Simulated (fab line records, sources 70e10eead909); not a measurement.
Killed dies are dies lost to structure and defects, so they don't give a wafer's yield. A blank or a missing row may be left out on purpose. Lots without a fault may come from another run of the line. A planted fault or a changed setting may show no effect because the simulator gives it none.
One fault seen from 2 desks | flow nand_harc | each desk has only its own numbers; what lay behind them comes last

THE TOOL OWNER'S DESK: rie_diel-11
The tool's own readings at NHARC_A_SLIT_ETCH_24 (etches the open film in CF4/CHF3, target depth 121 nm, time 60.5 s): means of the sampled wafers that have a number, for each lot that ran on this tool. A lot is out of limits, marked OUT, if its mean lies more than 4 standard deviations from the usual mean; the brackets give that distance.
Columns: A = drypump_motor_current_A at NHARC_A_SLIT_ETCH_24, usual 5.6 A; B = oes_product_au at NHARC_A_SLIT_ETCH_24, usual 0.967 a.u.; C = rf_fwd_power_W at NHARC_A_SLIT_ETCH_24, usual 495.0 W; D = rf_vpp_V at NHARC_A_SLIT_ETCH_24, usual 372.1 V; E = showerhead_plenum_p_Torr at NHARC_A_SLIT_ETCH_24, usual 1.62 Torr; F = throttle_valve_pct at NHARC_A_SLIT_ETCH_24, usual 16.801 %
lot  | first seen here | A   | B     | C               | D     | E    | F
L159 | day 23 01:40    | 5.5 | 1.004 | 522.8 (+15) OUT | 370.0 | 1.57 | 16.806
L160 | day 23 03:49    | 5.5 | 0.999 | 523.2 (+15) OUT | 370.8 | 1.57 | 16.800
L170 | day 27 20:52    | 5.5 | 0.952 | 494.7           | 371.6 | 1.62 | 16.816
This desk's finding: out of limits on L159, L160; first on L159, day 23 01:40 (rf_fwd_power_W at NHARC_A_SLIT_ETCH_24). In limits: L170.

THE METROLOGY DESK
What the gauges read, lot by lot, whatever tool the lot ran on: means of the sampled wafers that have a number. A lot is out of limits, marked OUT, if its mean lies more than 4 standard deviations from the usual mean; the brackets give that distance.
Columns: A = cd_nm at NHARC_A_SLIT_CD_MEAS_09, usual 300.0 nm
lot  | first seen here | A
L153 | day 20 10:21    | 300.3
L154 | day 20 11:14    | 300.0
L159 | day 23 01:24    | 300.1
L160 | day 23 03:32    | 299.6
L167 | day 26 01:14    | 299.4
L166 | day 26 03:01    | 300.6
L170 | day 27 20:36    | 300.3
L172 | day 28 15:11    | 299.7
L173 | day 28 22:36    | 299.7
L171 | day 28 23:56    | 300.2
L174 | day 29 11:10    | 300.4
This desk's finding: nothing out of limits on any of the 11 lots.

PUT TOGETHER
The tool owner's desk could have raised an alarm at day 23 01:40, on L159, L160.
The metrology desk saw nothing out of limits.
The metrology desk has L159, L160 on record, within its limits.
Of the lots named, all ran NHARC_A_SLIT_ETCH_24 on rie_diel-11.

WHAT THE SIMULATOR HAD PUT IN
Process parameter drift: rie_diel-11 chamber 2, from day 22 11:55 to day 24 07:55, at NHARC_A_SLIT_ETCH_24. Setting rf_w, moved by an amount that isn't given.
Lots struck among those shown: L159, L160.
Hours from the fault's start to each desk's first reading out of limits: the tool owner's desk, 14.
